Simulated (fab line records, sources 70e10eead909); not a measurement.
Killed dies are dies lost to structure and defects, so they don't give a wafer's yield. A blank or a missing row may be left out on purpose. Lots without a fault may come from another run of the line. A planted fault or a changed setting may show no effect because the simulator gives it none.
Chamber matching | flow nand_harc | NHARC_A_M1_PRE_CLEAN_32 on pecvd-02: 3 sister chambers
The step time 12 s. 3 wafers are shown with their chamber, then 10 later ones without.

WAFERS WITH THEIR CHAMBER
wafer  | chamber | heater_power_w (W)
L083.6 | 1       | 643
L084.2 | 0       | 615
L084.5 | 2       | 601

WAFERS WITHOUT THEIR CHAMBER
wafer  | heater_power_w (W)
L084.6 | 731
L085.3 | 697
L085.4 | 666
L085.5 | 673
L086.1 | 619
L086.3 | 576
L086.6 | 585
L096.1 | 716
L096.2 | 577
L096.5 | 575

WHICH CHAMBER EACH WENT THROUGH
wafer  | from the rows above          | in truth
L084.6 | can't be placed: 1 or 0 or 2 | 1
L085.3 | can't be placed: 1 or 0 or 2 | 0
L085.4 | can't be placed: 1 or 0 or 2 | 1
L085.5 | can't be placed: 1 or 0 or 2 | 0
L086.1 | can't be placed: 0 or 2 or 1 | 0
L086.3 | can't be placed: 2 or 0 or 1 | 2
L086.6 | can't be placed: 2 or 0 or 1 | 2
L096.1 | can't be placed: 1 or 0 or 2 | 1
L096.2 | can't be placed: 2 or 0 or 1 | 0
L096.5 | can't be placed: 2 or 0 or 1 | 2
Placed correctly: 0 of 10. Can't be placed from these rows: 10 (the true chamber is among the candidates in 10). Placed wrongly: 0.
How it was worked out, from the rows above alone: a wafer's distance from a chamber is the root of the sum, over the readings, of the square of ((its reading less the chamber's mean) divided by the reading's scatter). The wafer belongs to the nearest chamber; if the next one is less than 2 further off, it can't be placed. A chamber's mean is the mean of its shown wafers. The scatter: with one shown wafer a chamber, the root of the mean of the squares of how far each hidden wafer lies from its nearest shown one.
